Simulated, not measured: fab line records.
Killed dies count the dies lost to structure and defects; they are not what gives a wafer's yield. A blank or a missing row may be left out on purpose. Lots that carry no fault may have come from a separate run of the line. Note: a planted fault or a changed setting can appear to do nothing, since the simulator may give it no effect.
Which tool is to blame? -- flow nand_harc -- 33 wafers from 11 lots sampled at 2 of the route's 1159 steps

WHAT EACH GAUGE READ, for each wafer
NHARC_P_ZERO_WELL_CD_MEAS_37: target cd 720 nm.
lot,measured,on,cd_nm (nm)
L330,day 1 16:15,cd_sem-01,722.5 722.2 722.0
L331,day 1 22:07,cd_sem-01,720.8 722.9 721.2
L334,day 2 16:10,cd_sem-03,766.8 766.7 719.1 766.6 766.5 719.2
L336,day 3 04:06,cd_sem-03,768.9 721.5 769.4 769.2 721.4 769.8
L337,day 3 10:07,cd_sem-03,719.9 720.7 721.5
L343,day 4 22:12,cd_sem-02,721.1 722.0 721.1
L344,day 5 04:16,cd_sem-02,716.2 717.9 718.0
L349,day 6 10:08,cd_sem-01,719.0 717.7 718.8
L350,day 6 16:07,cd_sem-01,716.1 717.0 717.8
L352,day 7 04:10,cd_sem-02,719.6 719.5 719.6
L353,day 7 10:06,cd_sem-03,720.3 722.2 720.8

WHAT TOOL EACH LOT RAN ON (gives the tool, then ch and the chambers of the sampled wafers, and finally the start)
lot,NHARC_P_ZERO_WELL_EXPOSE_34
L330,"krf_scanner-02 ch 0, day 1 16:06"
L331,"krf_scanner-02 ch 0, day 1 21:56"
L334,"krf_scanner-03 ch 0, day 2 16:01"
L336,"krf_scanner-03 ch 0, day 3 03:56"
L337,"krf_scanner-02 ch 0, day 3 09:58"
L343,"krf_scanner-04 ch 0, day 4 22:02"
L344,"krf_scanner-02 ch 0, day 5 04:07"
L349,"krf_scanner-02 ch 0, day 6 09:58"
L350,"krf_scanner-04 ch 0, day 6 15:58"
L352,"krf_scanner-04 ch 0, day 7 04:01"
L353,"krf_scanner-02 ch 0, day 7 09:58"
- NHARC_P_ZERO_WELL_EXPOSE_34: exposes mask P PWELL, target cd 720 nm.

THE ANSWER, worked out from the rows above alone
Rule: usual is defined by the lots themselves. Put in order of their means at a reading, lots are off if they are a third of the lots or fewer, leave a main group of 4 or more, and stand apart from it by a gap of 3 or more times the standard deviation of the main group's means; of several such gaps the widest counts. A main group is skipped when, at the precision printed for the reading in the tables above, its means are all equal. Also off: a lot with no number at a reading for which 4 or more lots have one. Any other lot the step has rows for is counted as sound.
Off at NHARC_P_ZERO_WELL_CD_MEAS_37 (cd_nm): L334, L336. The main group has a mean of 719.9 nm with a standard deviation of 1.8.
A tool fits if, at a process step before that reading, it ran every lot that is off, and no sound lot after the first of them. Gauges at NHARC_P_ZERO_WELL_CD_MEAS_37: tried the same way as those tools. One fits: NHARC_P_ZERO_WELL_EXPOSE_34 on krf_scanner-03. It ran no sound lot before its first lot that is off in this sample, so the start can't be narrowed down.

WHAT THE SIMULATOR PUT IN
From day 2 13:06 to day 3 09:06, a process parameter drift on krf_scanner-03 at NHARC_P_ZERO_WELL_EXPOSE_34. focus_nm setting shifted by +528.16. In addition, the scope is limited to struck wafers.
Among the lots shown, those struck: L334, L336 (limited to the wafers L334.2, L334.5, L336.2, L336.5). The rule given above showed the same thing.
